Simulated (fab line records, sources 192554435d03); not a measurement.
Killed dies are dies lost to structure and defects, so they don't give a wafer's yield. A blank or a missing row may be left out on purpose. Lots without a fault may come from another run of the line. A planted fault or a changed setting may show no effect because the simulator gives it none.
Chamber matching | flow n5_finfet | N5_BEOL_M5_PECVD_70 on pecvd-03: 3 sister chambers
The step deposits SiO2 from TEOS/O2, target thk 16 nm, time 18 s. 3 wafers are shown with their chamber, then 9 later ones without.

WAFERS WITH THEIR CHAMBER
wafer  | chamber | throttle_valve_pct (%)
L083.4 | 0       | 22.7
L087.2 | 1       | 23.3
L087.5 | 2       | 20.3

WAFERS WITHOUT THEIR CHAMBER
wafer  | throttle_valve_pct (%)
L086.1 | 22.8
L086.5 | 22.8
L086.6 | 20.5
L092.1 | 22.7
L092.2 | 23.2
L092.6 | 20.5
L093.1 | 23.5
L093.4 | 23.4
L093.6 | 23.0

WHICH CHAMBER EACH WENT THROUGH
wafer  | from the rows above     | in truth
L086.1 | 0                       | 0
L086.5 | 0                       | 0
L086.6 | 2                       | 2
L092.1 | 0                       | 0
L092.2 | 1                       | 1
L092.6 | 2                       | 2
L093.1 | 1                       | 1
L093.4 | 1                       | 1
L093.6 | can't be placed: 0 or 1 | 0
Placed correctly: 8 of 9. Can't be placed from these rows: 1 (the true chamber is among the candidates in 1). Placed wrongly: 0.
How it was worked out, from the rows above alone: a wafer's distance from a chamber is the root of the sum, over the readings, of the square of ((its reading less the chamber's mean) divided by the reading's scatter). The wafer belongs to the nearest chamber; if the next one is less than 2 further off, it can't be placed. A chamber's mean is the mean of its shown wafers. The scatter: with one shown wafer a chamber, the root of the mean of the squares of how far each hidden wafer lies from its nearest shown one.
